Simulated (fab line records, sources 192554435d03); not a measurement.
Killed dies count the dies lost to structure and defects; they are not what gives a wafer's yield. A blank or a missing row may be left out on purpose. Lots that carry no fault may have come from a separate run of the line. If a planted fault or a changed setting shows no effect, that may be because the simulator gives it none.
Which tool is to blame? || flow n5Finfet || 11 lots with 33 wafers sampled at 3 steps, on a route of 1938 steps

== WHAT EACH GAUGE READ, for each wafer ==
N5_PASSIVATION_CD_MEAS_44: the cd target is 40000 nm.
{"lot": "L234", "measured": "day 12 01:44", "on": "cdSem-03", "cdNm (nm)": "39997 40000 40000"}
{"lot": "L235", "measured": "day 12 15:48", "on": "cdSem-02", "cdNm (nm)": "39999 39998 39999"}
{"lot": "L236", "measured": "day 12 16:20", "on": "cdSem-01", "cdNm (nm)": "40000 39997 40001"}
{"lot": "L238", "measured": "day 13 04:55", "on": "cdSem-03", "cdNm (nm)": "39999 40000 40003"}
{"lot": "L239", "measured": "day 13 07:32", "on": "cdSem-03", "cdNm (nm)": "40005 40006 40004"}
{"lot": "L240", "measured": "day 13 07:53", "on": "cdSem-03", "cdNm (nm)": "40001 39998 39998"}
{"lot": "L241", "measured": "day 14 05:45", "on": "cdSem-02", "cdNm (nm)": "40001 40001 39999"}
{"lot": "L245", "measured": "day 15 07:13", "on": "cdSem-03", "cdNm (nm)": "39998 39999 39999"}
{"lot": "L247", "measured": "day 15 03:02", "on": "cdSem-01", "cdNm (nm)": "39999 39998 39999"}
{"lot": "L252", "measured": "day 17 04:40", "on": "cdSem-02", "cdNm (nm)": "39994 39994 39997"}
{"lot": "L253", "measured": "day 17 10:01", "on": "cdSem-03", "cdNm (nm)": "40004 40004 40003"}

== WHICH TOOL RAN EACH LOT (tool, then ch and the chambers of the sampled wafers, then the start) ==
{"lot": "L234", "N5_SDB_STRIP_22": "plasmaAsher-02 ch 0,1, day 3 23:38", "N5_PASSIVATION_ETCH_59": "rieMetal-02 ch 1, day 12 00:31"}
{"lot": "L235", "N5_SDB_STRIP_22": "plasmaAsher-02 ch 0,1, day 4 07:19", "N5_PASSIVATION_ETCH_59": "rieMetal-01 ch 0,1, day 12 14:37"}
{"lot": "L236", "N5_SDB_STRIP_22": "plasmaAsher-02 ch 0,1, day 4 13:27", "N5_PASSIVATION_ETCH_59": "rieMetal-03 ch 0,1, day 12 15:11"}
{"lot": "L238", "N5_SDB_STRIP_22": "plasmaAsher-01 ch 0, day 4 23:01", "N5_PASSIVATION_ETCH_59": "rieMetal-03 ch 0,1, day 13 03:37"}
{"lot": "L239", "N5_SDB_STRIP_22": "plasmaAsher-02 ch 0,1, day 5 06:58", "N5_PASSIVATION_ETCH_59": "rieMetal-02 ch 0,1, day 13 06:13"}
{"lot": "L240", "N5_SDB_STRIP_22": "plasmaAsher-02 ch 0,1, day 5 11:32", "N5_PASSIVATION_ETCH_59": "rieMetal-02 ch 0,1, day 13 06:43"}
{"lot": "L241", "N5_SDB_STRIP_22": "plasmaAsher-02 ch 0,1, day 5 17:40", "N5_PASSIVATION_ETCH_59": "rieMetal-01 ch 0,1, day 14 04:16"}
{"lot": "L245", "N5_SDB_STRIP_22": "plasmaAsher-02 ch 0,1, day 6 22:52", "N5_PASSIVATION_ETCH_59": "rieMetal-01 ch 0,1, day 15 05:48"}
{"lot": "L247", "N5_SDB_STRIP_22": "plasmaAsher-02 ch 0,1, day 7 14:25", "N5_PASSIVATION_ETCH_59": "rieMetal-01 ch 0,1, day 15 01:46"}
{"lot": "L252", "N5_SDB_STRIP_22": "plasmaAsher-01 ch 1, day 8 15:02", "N5_PASSIVATION_ETCH_59": "rieMetal-02 ch 0,1, day 17 03:23"}
{"lot": "L253", "N5_SDB_STRIP_22": "plasmaAsher-01 ch 0,1, day 8 20:40", "N5_PASSIVATION_ETCH_59": "rieMetal-03 ch 0,1, day 17 08:44"}
- N5_SDB_STRIP_22: strips in N2/H2.
- N5_PASSIVATION_ETCH_59: etches TaN in Cl2/BCl3, target depth 65 nm, time 34.9 s.

== THE ANSWER, worked out from the rows above alone ==
Rule: what is usual is taken from the lots themselves. The widest of any qualifying gaps counts: lots, ordered by their means at a reading, are off when they make up no more than a third of the lots, leave a main group of 4 or more, and stand apart from it by 3 or more times the standard deviation of that group's means. A main group is skipped when, at the precision printed for the reading in the tables above, its means are all equal. Also off: a lot with no number at a reading for which 4 or more lots have one. The other lots that the step has rows for count as sound.
No lot is off on any of the readings shown, so nothing can be concluded from this.

== WHAT THE SIMULATOR HAD PUT IN ==
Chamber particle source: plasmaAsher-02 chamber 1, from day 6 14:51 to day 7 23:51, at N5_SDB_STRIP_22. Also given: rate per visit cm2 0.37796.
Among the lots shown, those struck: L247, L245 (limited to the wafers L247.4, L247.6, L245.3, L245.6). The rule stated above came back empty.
